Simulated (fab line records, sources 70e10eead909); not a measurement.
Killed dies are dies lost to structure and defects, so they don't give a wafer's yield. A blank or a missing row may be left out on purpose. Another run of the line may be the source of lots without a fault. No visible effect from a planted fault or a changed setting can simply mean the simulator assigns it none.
fab line records + flow nand_harc
record:
- lots: 12
- wafers: 36
- last_day: 33
route steps=1302 shown P_M1@295 END@1302
lots that met no fault: from a run of the same line without faults
start_h: start of the lot's first displayed wafer, in hours after the record's first day + wait_h: how many hours have passed since the lot's step before this one + " as in the row above + L1.1+2: one row covering several wafers at once + - either no value or no given start + * or withheld: withheld + < > ~ a bound
route shown NAME@n: names a module that has steps shown in the file, with the first one's number in the route + usual: mean and standard deviation over wafers with no fault + same: alike in all rows + chamber/n: place in a boat + sites: each site's reading + _std_site: the standard deviation of these + _edge_site: inner sites' mean taken away from outer sites' mean + radius_mm: for every site, how far away it sits from the centre of the wafer + mask NAME#n: copy n + behind: the most recent tool/chamber to have shaped the wafer + hold: why the lot was held/for how many hours/how that ended + device: names the non-switching transistor (n, p or np) + end of line: tests of these same wafers at the route's end + a step without rows: its recipe alone + killed: count of dies lost to structure and defects at first sort (not the wafer's yield) + map: a wafer's dies, marking killed ones x, the rest . and places with no die _
set.NAME: the run value of the setting; set.NAME@STEP: its run value at that earlier step + model.NAME: the simulator's own value behind a step, which no gauge read
route steps across a sampled set of lots; one table per step, one row per wafer
services: when a tool's chamber went out of use (start_h, in hours from the record's first day, below 0 if earlier), for how many hours, and the reason
== steps ==
step: NHARC_P_M1_CD_MEAS_09
recipe:
- target_cd_nm: 130
- landing_energy_ev: 500
usual:
- cd_nm: 130.3/0.61
| lot.wafer | tool      | chamber | start_h | wait_h | cd_nm |
|-----------|-----------|---------|---------|--------|-------|
| L925.1    | cd_sem-01 | 0       | 128.34  | -      | 129.9 |
| L925.4    | "         | 0       | "       | "      | 130.4 |
| L925.5    | "         | 0       | "       | "      | 130.4 |
| L924.1    | cd_sem-01 | 0       | 129.12  | -      | 129.6 |
| L924.3    | "         | 0       | "       | "      | 130.3 |
| L924.6    | "         | 0       | "       | "      | 130.5 |
| L926.1    | cd_sem-01 | 0       | 142.71  | -      | 130.1 |
| L926.4    | "         | 0       | "       | "      | 129.5 |
| L926.5    | "         | 0       | "       | "      | 129.8 |
| L931.2    | cd_sem-03 | 0       | 196.70  | -      | 129.5 |
| L931.4    | "         | 0       | "       | "      | 129.4 |
| L931.6    | "         | 0       | "       | "      | 129.3 |
| L932.3    | cd_sem-03 | 0       | 211.59  | -      | 130.2 |
| L932.4    | "         | 0       | "       | "      | 129.2 |
| L932.6    | "         | 0       | "       | "      | 130.2 |
| L935.1    | cd_sem-01 | 0       | 239.05  | -      | 130.9 |
| L935.2    | "         | 0       | "       | "      | 130.6 |
| L935.3    | "         | 0       | "       | "      | 131.6 |
| L937.3    | cd_sem-02 | 0       | 272.86  | -      | 130.4 |
| L937.4    | "         | 0       | "       | "      | 130.5 |
| L937.6    | "         | 0       | "       | "      | 130.5 |
| L939.1    | cd_sem-01 | 0       | 273.39  | -      | 130.2 |
| L939.4    | "         | 0       | "       | "      | 129.9 |
| L939.6    | "         | 0       | "       | "      | 130.1 |
| L943.3    | cd_sem-03 | 0       | 313.52  | -      | 131.2 |
| L943.4    | "         | 0       | "       | "      | 131.2 |
| L943.6    | "         | 0       | "       | "      | 131.8 |
| L944.1    | cd_sem-01 | 0       | 325.47  | -      | 129.9 |
| L944.2    | "         | 0       | "       | "      | 130.9 |
| L944.4    | "         | 0       | "       | "      | 129.6 |
| L945.2    | cd_sem-01 | 0       | 333.41  | -      | 131.3 |
| L945.3    | "         | 0       | "       | "      | 130.5 |
| L945.6    | "         | 0       | "       | "      | 131.9 |
| L946.2    | cd_sem-03 | 0       | 347.32  | -      | 131.5 |
| L946.4    | "         | 0       | "       | "      | 130.7 |
| L946.5    | "         | 0       | "       | "      | 131.0 |
step: NHARC_P_M1_OVL_MEAS_10
recipe:
- pitch_nm: 260
usual:
- overlay_x_nm: 0.1/0.77
- overlay_y_nm: -0.1/0.74
| lot.wafer | tool       | chamber | start_h | wait_h | overlay_x_nm | overlay_y_nm |
|-----------|------------|---------|---------|--------|--------------|--------------|
| L925.1    | overlay-02 | -       | 128.43  | -      | 0.0          | -1.8         |
| L925.4    | "          | -       | "       | "      | 0.3          | -1.9         |
| L925.5    | "          | -       | "       | "      | 0.5          | -1.4         |
| L924.1    | overlay-01 | -       | 129.22  | -      | 0.2          | 0.6          |
| L924.3    | "          | -       | "       | "      | 0.1          | 0.0          |
| L924.6    | "          | -       | "       | "      | -0.1         | -0.1         |
| L926.1    | overlay-01 | -       | 142.80  | -      | 1.5          | 0.3          |
| L926.4    | "          | -       | "       | "      | 1.5          | 1.1          |
| L926.5    | "          | -       | "       | "      | 1.4          | 0.5          |
| L931.2    | overlay-01 | -       | 196.79  | -      | 0.5          | -0.5         |
| L931.4    | "          | -       | "       | "      | 0.7          | -1.1         |
| L931.6    | "          | -       | "       | "      | 0.3          | -0.3         |
| L932.3    | overlay-01 | -       | 211.68  | -      | -0.2         | 1.2          |
| L932.4    | "          | -       | "       | "      | -0.2         | 1.3          |
| L932.6    | "          | -       | "       | "      | -0.5         | 0.6          |
| L935.1    | overlay-02 | -       | 239.14  | -      | -0.3         | 0.1          |
| L935.2    | "          | -       | "       | "      | -0.1         | 0.3          |
| L935.3    | "          | -       | "       | "      | -0.8         | 0.1          |
| L937.3    | overlay-01 | -       | 272.94  | -      | -0.1         | 0.7          |
| L937.4    | "          | -       | "       | "      | -0.2         | 0.7          |
| L937.6    | "          | -       | "       | "      | -0.1         | 0.8          |
| L939.1    | overlay-01 | -       | 273.48  | -      | 0.5          | 0.0          |
| L939.4    | "          | -       | "       | "      | 1.2          | -0.1         |
| L939.6    | "          | -       | "       | "      | 0.8          | 0.4          |
| L943.3    | overlay-02 | -       | 313.60  | -      | 1.1          | -0.4         |
| L943.4    | "          | -       | "       | "      | 1.6          | -0.2         |
| L943.6    | "          | -       | "       | "      | 1.8          | -0.5         |
| L944.1    | overlay-02 | -       | 325.55  | -      | -0.7         | -0.3         |
| L944.2    | "          | -       | "       | "      | -0.9         | -0.5         |
| L944.4    | "          | -       | "       | "      | -1.1         | -0.1         |
| L945.2    | overlay-01 | -       | 333.49  | -      | -1.0         | -0.6         |
| L945.3    | "          | -       | "       | "      | -1.3         | -1.0         |
| L945.6    | "          | -       | "       | "      | -0.9         | -1.2         |
| L946.2    | overlay-02 | -       | 347.41  | -      | -0.9         | -0.6         |
| L946.4    | "          | -       | "       | "      | -0.3         | -0.7         |
| L946.5    | "          | -       | "       | "      | -0.8         | -0.5         |
step: NHARC_P_M1_ETCH_35
recipe:
- target_depth_a: 400
- overetch_a: 120
- time_s: 43.94
- ion_energy_ev: 200
- n2_flow_sccm: 150
- h2_flow_sccm: 150
- ar_flow_sccm: 0
- rf_w: 400
- bias_w: 150
- chemistry: N2/H2
usual:
- bias_w: 150.0/0.41
- chamber_pressure_mTorr: 30.002/0.028
- drypump_motor_current_A: 5.7/0.39
- n2_flow_sccm: 150.0/0.48
- oes_product_au: 1.001/0.011
- rf_vpp_V: 430/3.3
- showerhead_plenum_p_Torr: 2.02/0.11
- throttle_valve_pct: 14.172/0.0085
| lot.wafer | tool        | chamber | start_h | wait_h | bias_w | chamber_pressure_mTorr | drypump_motor_current_A | n2_flow_sccm | oes_product_au | rf_hours_counter_h | rf_vpp_V | showerhead_plenum_p_Torr | throttle_valve_pct |
|-----------|-------------|---------|---------|--------|--------|------------------------|-------------------------|--------------|----------------|--------------------|----------|--------------------------|--------------------|
| L925.1    | rie_diel-11 | 1       | 128.62  | 0.1    | 150.4  | 30.005                 | 5.6                     | 150.6        | 1.003          | 3                  | 434      | 2.20                     | 14.171             |
| L925.4    | "           | 3       | "       | "      | 149.7  | 30.033                 | 5.8                     | 149.8        | 0.988          | 2                  | 435      | 2.19                     | 14.171             |
| L925.5    | "           | 1       | "       | "      | 150.4  | 30.026                 | 5.6                     | 149.8        | 1.015          | -                  | 434      | 2.20                     | 14.179             |
| L924.3    | rie_diel-11 | 2       | 129.41  | 0.1    | 149.5  | 29.976                 | 5.4                     | 149.8        | 1.018          | 3                  | 433      | 2.07                     | 14.161             |
| L924.1    | "           | 0       | "       | "      | 149.7  | 29.987                 | 5.7                     | 149.4        | 1.002          | 2                  | 429      | 2.05                     | 14.171             |
| L924.6    | "           | 1       | "       | "      | 150.1  | 30.013                 | 5.6                     | 149.4        | 1.004          | -                  | 434      | 2.20                     | 14.168             |
| L926.4    | rie_diel-11 | 2       | 142.98  | 0.1    | 149.8  | 30.051                 | 5.4                     | 151.1        | 1.006          | 3                  | 431      | 2.07                     | 14.160             |
| L926.1    | "           | 3       | "       | "      | 150.3  | 29.964                 | 5.8                     | 150.0        | 0.979          | 3                  | 434      | 2.19                     | 14.171             |
| L926.5    | "           | 3       | "       | "      | 150.7  | 30.012                 | 5.8                     | 151.2        | 0.989          | -                  | 436      | 2.19                     | 14.180             |
| L931.4    | rie_diel-04 | 2       | 196.97  | 0.1    | 150.0  | 29.995                 | 5.8                     | 149.8        | 1.004          | 0                  | 426      | 1.92                     | 14.183             |
| L931.2    | "           | 3       | "       | "      | 150.7  | 30.005                 | 5.5                     | 150.0        | 1.000          | 0                  | 430      | 2.04                     | 14.179             |
| L931.6    | "           | 3       | "       | "      | 150.1  | 30.014                 | 5.5                     | 150.2        | 1.007          | -                  | 431      | 2.04                     | 14.183             |
| L932.4    | rie_diel-04 | 0       | 211.87  | 0.1    | 149.6  | 30.001                 | 5.4                     | 150.5        | 0.998          | 1                  | 426      | 1.89                     | 14.162             |
| L932.3    | "           | 1       | "       | "      | 149.7  | 30.034                 | 6.6                     | 149.5        | 1.019          | 1                  | 428      | 1.89                     | 14.176             |
| L932.6    | "           | 3       | "       | "      | 149.7  | 29.991                 | 5.5                     | 149.6        | 0.987          | -                  | 434      | 2.04                     | 14.168             |
| L935.3    | rie_diel-04 | 2       | 239.34  | 0.1    | 150.5  | 30.012                 | 5.8                     | 150.0        | 0.999          | 2                  | 426      | 1.92                     | 14.169             |
| L935.1    | "           | 3       | "       | "      | 149.8  | 29.999                 | 5.5                     | 149.8        | 0.997          | 2                  | 432      | 2.04                     | 14.178             |
| L935.2    | "           | 1       | "       | "      | 149.3  | 29.981                 | 6.5                     | 149.9        | 1.025          | 2                  | 427      | 1.89                     | 14.169             |
| L937.3    | rie_diel-04 | 3       | 273.13  | 0.1    | 150.0  | 29.980                 | 5.6                     | 150.0        | 0.999          | 4                  | 432      | 2.04                     | 14.178             |
| L937.4    | "           | 1       | "       | "      | 150.0  | 30.009                 | 6.5                     | 150.1        | 1.018          | 4                  | 428      | 1.89                     | 14.159             |
| L937.6    | "           | 0       | "       | "      | 150.4  | 29.935                 | 5.3                     | 149.9        | 0.992          | -                  | 427      | 1.89                     | 14.183             |
| L939.1    | rie_diel-04 | 2       | 273.70  | 0.1    | 149.4  | 29.957                 | 5.8                     | 150.7        | 0.998          | 4                  | 426      | 1.92                     | 14.172             |
| L939.4    | "           | 3       | "       | "      | 149.9  | 29.984                 | 5.5                     | 150.4        | 0.991          | 4                  | 431      | 2.04                     | 14.181             |
| L939.6    | "           | 2       | "       | "      | 149.6  | 29.968                 | 5.8                     | 149.6        | 0.986          | -                  | 427      | 1.92                     | 14.162             |
| L943.3    | rie_diel-11 | 1       | 313.78  | 0.1    | 150.0  | 30.012                 | 5.6                     | 149.0        | 1.005          | 4                  | 436      | 2.19                     | 14.169             |
| L943.4    | "           | 2       | "       | "      | 150.4  | 29.987                 | 5.3                     | 148.8        | 0.991          | 3                  | 431      | 2.06                     | 14.174             |
| L943.6    | "           | 2       | "       | "      | 149.6  | 29.980                 | 5.3                     | 149.2        | 0.994          | -                  | 432      | 2.06                     | 14.161             |
| L944.1    | rie_diel-04 | 2       | 325.74  | 0.1    | 150.4  | 30.031                 | 5.8                     | 149.8        | 0.991          | 8                  | 426      | 1.91                     | 14.164             |
| L944.2    | "           | 0       | "       | "      | 149.8  | 29.990                 | 5.3                     | 150.0        | 0.992          | 8                  | 424      | 1.89                     | 14.173             |
| L944.4    | "           | 1       | "       | "      | 149.5  | 29.984                 | 6.5                     | 150.5        | 1.017          | 8                  | 426      | 1.89                     | 14.158             |
| L945.2    | rie_diel-11 | 0       | 333.68  | 0.1    | 149.5  | 29.980                 | 5.7                     | 150.3        | 0.984          | 6                  | 430      | 2.04                     | 14.176             |
| L945.3    | "           | 3       | "       | "      | 150.0  | 30.030                 | 5.8                     | 149.9        | 0.984          | 6                  | 435      | 2.19                     | 14.178             |
| L945.6    | "           | 0       | "       | "      | 149.9  | 29.997                 | 5.7                     | 149.9        | 0.991          | -                  | 431      | 2.04                     | 14.166             |
| L946.4    | rie_diel-04 | 3       | 347.59  | 0.1    | 150.0  | 30.002                 | 5.5                     | 150.1        | 1.004          | 8                  | 432      | 2.04                     | 14.164             |
| L946.2    | "           | 0       | "       | "      | 150.0  | 30.046                 | 5.3                     | 149.7        | 1.000          | 9                  | 426      | 1.89                     | 14.175             |
| L946.5    | "           | 2       | "       | "      | 150.6  | 29.968                 | 5.8                     | 149.9        | 0.980          | -                  | 427      | 1.91                     | 14.167             |
step: NHARC_P_M1_ETCH_15
recipe:
- target_depth_a: 1825
- time_s: 91.2
- c4f8_flow_sccm: withheld
- ar_flow_sccm: 400
- rf_w: 600
- bias_w: 300
- chemistry: C4F8/Ar
usual:
- bias_w: 299.9/0.92
- chamber_pressure_mTorr: 25.000/0.021
- oes_product_au: 0.957/0.023
- rf_vpp_V: 440/3.4
| lot.wafer | tool        | chamber | start_h | wait_h | bias_w | chamber_pressure_mTorr | oes_product_au | rf_hours_counter_h | rf_vpp_V |
|-----------|-------------|---------|---------|--------|--------|------------------------|----------------|--------------------|----------|
| L925.1    | rie_diel-11 | 2       | 128.71  | -      | 298.7  | 25.054                 | 0.975          | 3                  | 439      |
| L925.4    | "           | 1       | "       | "      | 300.2  | 24.996                 | 0.983          | 3                  | 444      |
| L925.5    | "           | 2       | "       | "      | 299.2  | 24.973                 | 0.972          | -                  | 441      |
| L924.3    | rie_diel-11 | 2       | 129.50  | -      | 299.2  | 25.014                 | 0.985          | 3                  | 440      |
| L924.1    | "           | 3       | "       | "      | 298.8  | 24.957                 | 0.958          | 2                  | 445      |
| L924.6    | "           | 1       | "       | "      | 299.3  | 25.027                 | 0.985          | -                  | 446      |
| L926.1    | rie_diel-11 | 1       | 143.07  | -      | 300.4  | 25.017                 | 0.928          | 3                  | 444      |
| L926.4    | "           | 3       | "       | "      | 300.1  | 24.990                 | 0.940          | 3                  | 447      |
| L926.5    | "           | 2       | "       | "      | 301.1  | 24.998                 | 0.944          | -                  | 442      |
| L931.2    | rie_diel-04 | 2       | 197.06  | -      | 300.8  | 25.004                 | 0.971          | 0                  | 437      |
| L931.4    | "           | 3       | "       | "      | 300.0  | 24.996                 | 0.965          | 0                  | 440      |
| L931.6    | "           | 2       | "       | "      | 298.9  | 25.006                 | 0.978          | -                  | 437      |
| L932.3    | rie_diel-04 | 1       | 211.95  | -      | 299.2  | 24.992                 | 0.942          | 1                  | 435      |
| L932.4    | "           | 0       | "       | "      | 300.4  | 24.995                 | 0.924          | 1                  | 437      |
| L932.6    | "           | 2       | "       | "      | 300.5  | 25.009                 | 0.932          | -                  | 438      |
| L935.1    | rie_diel-04 | 0       | 239.43  | -      | 299.6  | 25.045                 | 0.936          | 3                  | 438      |
| L935.3    | "           | 2       | "       | "      | 300.6  | 24.974                 | 0.931          | 2                  | 436      |
| L935.2    | "           | 3       | "       | "      | 300.1  | 24.964                 | 0.966          | 2                  | 442      |
| L937.3    | rie_diel-04 | 1       | 273.21  | -      | -      | -                      | -              | -                  | -        |
| L937.4    | "           | 3       | "       | "      | -      | -                      | -              | -                  | -        |
| L937.6    | "           | 2       | "       | "      | -      | -                      | -              | -                  | -        |
| L939.4    | rie_diel-04 | 0       | 273.80  | -      | -      | -                      | -              | -                  | -        |
| L939.1    | "           | 2       | "       | "      | -      | -                      | -              | -                  | -        |
| L939.6    | "           | 0       | "       | "      | -      | -                      | -              | -                  | -        |
| L943.4    | rie_diel-11 | 2       | 313.89  | -      | 298.0  | 24.965                 | 0.927          | 4                  | 442      |
| L943.3    | "           | 3       | "       | "      | 297.1  | 25.017                 | 0.918          | 3                  | 445      |
| L943.6    | "           | 0       | "       | "      | 301.1  | 24.991                 | 0.912          | -                  | 441      |
| L944.4    | rie_diel-04 | 2       | 325.82  | -      | 301.2  | 25.006                 | 0.920          | 8                  | 437      |
| L944.1    | "           | 3       | "       | "      | 299.8  | 25.040                 | 0.928          | 7                  | 442      |
| L944.2    | "           | 1       | "       | "      | 299.7  | 24.961                 | 0.942          | 8                  | 438      |
| L945.3    | rie_diel-11 | 2       | 333.76  | -      | 299.5  | 24.967                 | 0.981          | 6                  | 443      |
| L945.2    | "           | 3       | "       | "      | 300.0  | 25.009                 | 0.964          | 6                  | 445      |
| L945.6    | "           | 2       | "       | "      | 298.8  | 24.994                 | 0.980          | -                  | 441      |
| L946.4    | rie_diel-04 | 3       | 347.68  | -      | 301.0  | 25.019                 | 0.977          | 8                  | 440      |
| L946.2    | "           | 0       | "       | "      | 300.9  | 24.995                 | 0.958          | 9                  | 436      |
| L946.5    | "           | 0       | "       | "      | 299.3  | 25.013                 | 0.948          | -                  | 438      |
step: NHARC_END_SORT_01
recipe:
- temp_c: 25
usual:
- defect_limited_yield: 90.6/2.6
- killed_at_array: 58/18
- killed_at_other: 1.0/1.5
- killed_at_periphery: 4/3.1
- killed_dies: 64/18
- killed_open: 3.4/1.9
- killed_short: 2.7/1.7
same:
- gross_dies: 677
| lot.wafer | tool      | chamber | start_h | wait_h | defect_limited_yield[%] | killed_at_array | killed_at_other | killed_at_periphery | killed_dies | killed_open | killed_short |
|-----------|-----------|---------|---------|--------|-------------------------|-----------------|-----------------|---------------------|-------------|-------------|--------------|
| L939.1    | prober-01 | 0       | 700.38  | 2.5    | 0                       | 60              | 0               | 617                 | 677         | 2           | 4            |
| L939.4    | prober-01 | 0       | 702.78  | 3.4    | 0                       | 65              | 0               | 612                 | 677         | 5           | 2            |
| L939.6    | prober-01 | 0       | 704.38  | 4.0    | 0                       | 54              | 1               | 622                 | 677         | 1           | 1            |
| L937.3    | prober-01 | 0       | 712.50  | 3.1    | 0                       | 72              | 0               | 605                 | 677         | 3           | 5            |
| L937.4    | prober-01 | 0       | 713.30  | 3.4    | 0                       | 81              | 0               | 596                 | 677         | 1           | 5            |
| L937.6    | prober-01 | 0       | 714.89  | 4.0    | 0                       | 84              | 0               | 593                 | 677         | 9           | 1            |
killed by level:class
L939.1 P_M1:area_etch=608 A_SLIT:chamber_film_flake=25 A_CHANNEL_HOLE_D2:chamber_film_flake=18 P_STI:chamber_film_flake=4 A_CONTACT:chamber_film_flake=4 P_GATE:chamber_film_flake=2 P_ZERO_WELL:chamber_film_flake=2 A_CHANNEL_HOLE_D1:chamber_film_flake=2
L939.4 P_M1:area_etch=605 A_SLIT:chamber_film_flake=25 A_CHANNEL_HOLE_D2:chamber_film_flake=16 A_CHANNEL_HOLE_D1:chamber_film_flake=5 A_STAIRCASE:chamber_film_flake=5 A_WL_FILL:chamber_film_flake=4 P_ZERO_WELL:chamber_film_flake=3 A_CONTACT:chamber_film_flake=3
L939.6 P_M1:area_etch=618 A_SLIT:chamber_film_flake=31 A_CHANNEL_HOLE_D2:chamber_film_flake=12 A_STAIRCASE:chamber_film_flake=4 A_CHANNEL_HOLE_D1:chamber_film_flake=3 P_ZERO_WELL:chamber_film_flake=2 A_CONTACT:chamber_film_flake=2 P_CONTACT:geometric_particle:open=1
L937.3 P_M1:area_etch=602 A_SLIT:chamber_film_flake=32 A_CHANNEL_HOLE_D1:chamber_film_flake=24 A_STAIRCASE:chamber_film_flake=3 A_DECK1_JOINT:geometric_particle:short=2 A_WL_FILL:geometric_particle:short=2 A_BLC:geometric_particle:open=2 A_CHANNEL_FILL_D1:chamber_film_flake=2
L937.4 P_M1:area_etch=596 A_SLIT:chamber_film_flake=36 A_CHANNEL_HOLE_D1:chamber_film_flake=30 A_CONTACT:chamber_film_flake=3 A_STAIRCASE:chamber_film_flake=2 A_WL_FILL:chamber_film_flake=2 A_ONON_D1:geometric_particle:short=1 A_ONON_D2:geometric_particle:short=1
L937.6 P_M1:area_etch=589 A_CHANNEL_HOLE_D1:chamber_film_flake=36 A_SLIT:chamber_film_flake=36 P_GATE:chamber_film_flake=2 P_GATE:geometric_particle:open=1 A_ONON_D1:geometric_particle:short=1 A_CHANNEL_HOLE_D1:geometric_particle:open=1 A_ONON_D2:geometric_particle:open=1
== services ==
| tool        | chamber | start_h | hours | kind       |
|-------------|---------|---------|-------|------------|
| rie_diel-04 | 0       | 107.95  | -     | clean      |
| rie_diel-04 | 1       | 107.95  | -     | clean      |
| rie_diel-04 | 2       | 107.95  | -     | clean      |
| rie_diel-04 | 3       | 107.95  | -     | clean      |
| rie_diel-04 | 0       | 132.45  | -     | clean      |
| rie_diel-04 | 1       | 132.45  | -     | clean      |
| rie_diel-04 | 2       | 132.45  | -     | clean      |
| rie_diel-04 | 3       | 132.45  | -     | clean      |
| rie_diel-04 | 0       | 156.95  | -     | clean      |
| rie_diel-04 | 1       | 156.95  | -     | clean      |
| rie_diel-04 | 2       | 156.95  | -     | clean      |
| rie_diel-04 | 3       | 156.95  | -     | clean      |
| rie_diel-04 | -       | 178.05  | 9.0   | pm         |
| rie_diel-04 | 0       | 178.05  | 9.0   | vent_cycle |
| rie_diel-04 | 1       | 178.05  | 17.9  | vent_cycle |
| rie_diel-04 | 2       | 178.05  | 9.0   | vent_cycle |
| rie_diel-11 | 0       | 181.97  | 2.7   | repair     |
| rie_diel-11 | 1       | 204.07  | 6.1   | repair     |
| rie_diel-04 | 3       | 215.27  | 6.1   | repair     |
| rie_diel-11 | 3       | 225.47  | 24.4  | repair     |
| rie_diel-04 | 1       | 248.09  | 6.2   | repair     |
| rie_diel-11 | -       | 255.50  | 9.0   | pm         |
| rie_diel-04 | -       | 292.29  | 0.3   | repair     |
| rie_diel-11 | 3       | 340.13  | 7.4   | repair     |
== key ==
first_sign:
- step: NHARC_P_M1_ETCH_15
- reading: tool_record
- direction: missing
effect:
- step: NHARC_END_SORT_01
- reading: killed_at_periphery
- direction: up
- sigmas: 99+
- usual: 4
- struck: 608
more_kills_born_at:
- NHARC_P_M1_ETCH_15@rie_diel-04: 3618
met_at NHARC_P_M1_ETCH_15
struck_lots L937,L939
later_rows_left_out L937.3,L937.4,L937.6,L939.1,L939.4,L939.6
not_acting_at NHARC_P_M1_CD_MEAS_09,NHARC_P_M1_OVL_MEAS_10,NHARC_P_M1_ETCH_35
onset_between 239.43 273.21
fault:
- kind: skipped_step_whole
- tool: rie_diel-04
- chamber: -
- onset_h: 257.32
- steps: NHARC_P_M1_ETCH_15
- scope: struck_lots_only
later_rows_left_out: the simulator's readings of these wafers behind a module that went badly wrong aren't trusted and aren't shown, but for the sort
